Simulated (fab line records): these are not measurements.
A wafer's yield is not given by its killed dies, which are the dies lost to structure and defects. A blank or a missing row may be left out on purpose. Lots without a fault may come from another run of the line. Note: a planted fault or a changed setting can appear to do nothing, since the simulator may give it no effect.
Which of the tools did it? + flow nand-harc + 36 wafers from 12 lots sampled at 2 of the route's 1159 steps

WHAT THE GAUGES SHOWED, per wafer
NHARC_A_BLC_CD_MEAS_10 targets a cd of 100 nm.
| lot  | measured     | on        | cd-nm (nm)       |
|------|--------------|-----------|------------------|
| L078 | day 17 19:58 | cd-sem-01 | 99.8 99.2 98.7   |
| L076 | day 17 23:21 | cd-sem-02 | 99.4 99.7 99.8   |
| L079 | day 18 16:53 | cd-sem-01 | 99.6 99.7 100.0  |
| L080 | day 19 05:04 | cd-sem-03 | 99.6 99.4 99.3   |
| L084 | day 20 02:19 | cd-sem-03 | 99.5 99.7 99.8   |
| L088 | day 21 03:01 | cd-sem-03 | 99.3 99.2 99.4   |
| L087 | day 21 08:52 | cd-sem-02 | 100.2 99.5 100.0 |
| L090 | day 21 21:16 | cd-sem-01 | 100.0 100.4 99.9 |
| L091 | day 22 04:32 | cd-sem-03 | 100.0 99.7 99.3  |
| L092 | day 22 12:35 | cd-sem-01 | 100.0 99.5 99.2  |
| L094 | day 22 15:59 | cd-sem-03 | 100.1 99.6 100.1 |
| L096 | day 23 00:28 | cd-sem-01 | 99.8 99.5 100.2  |

TOOL THAT RAN EACH LOT (tool first, then ch and the chambers of the sampled wafers, then the start)
| lot  | NHARC_A_CONTACT_ETCH_106           |
|------|------------------------------------|
| L078 | rie-diel-04 ch 2,3, day 17 06:31   |
| L076 | rie-diel-11 ch 1,2, day 17 15:12   |
| L079 | rie-diel-03 ch 2,3, day 18 04:30   |
| L080 | rie-diel-04 ch 0,2,3, day 18 18:04 |
| L084 | rie-diel-03 ch 0,1, day 19 07:26   |
| L088 | rie-diel-03 ch 0,2,3, day 20 11:53 |
| L087 | rie-diel-04 ch 2,3, day 20 19:22   |
| L090 | rie-diel-03 ch 0,2, day 21 05:38   |
| L091 | rie-diel-03 ch 1,2, day 21 18:14   |
| L092 | rie-diel-11 ch 1,2, day 22 01:33   |
| L094 | rie-diel-03 ch 0,2, day 22 06:25   |
| L096 | rie-diel-04 ch 0,1,3, day 22 12:51 |
- NHARC_A_CONTACT_ETCH_106: etches the open film in CF4/O2, target depth 60 nm, overetch 6 nm, time 33 s.

THE ANSWER, worked out from the rows above alone
Rule: the lots themselves supply what counts as usual. The widest of any qualifying gaps counts: lots, ordered by their means at a reading, are off when they make up no more than a third of the lots, leave a main group of 4 or more, and stand apart from it by 3 or more times the standard deviation of that group's means. If all means in a main group match to the digits the tables above print for the reading, that group is not used. A lot without any number at a reading at which 4 lots or more have one is off too. All remaining lots with rows at the step are treated as sound.
Nothing can be told from this: no lot is off at any reading shown.

WHAT THE SIMULATOR PUT IN
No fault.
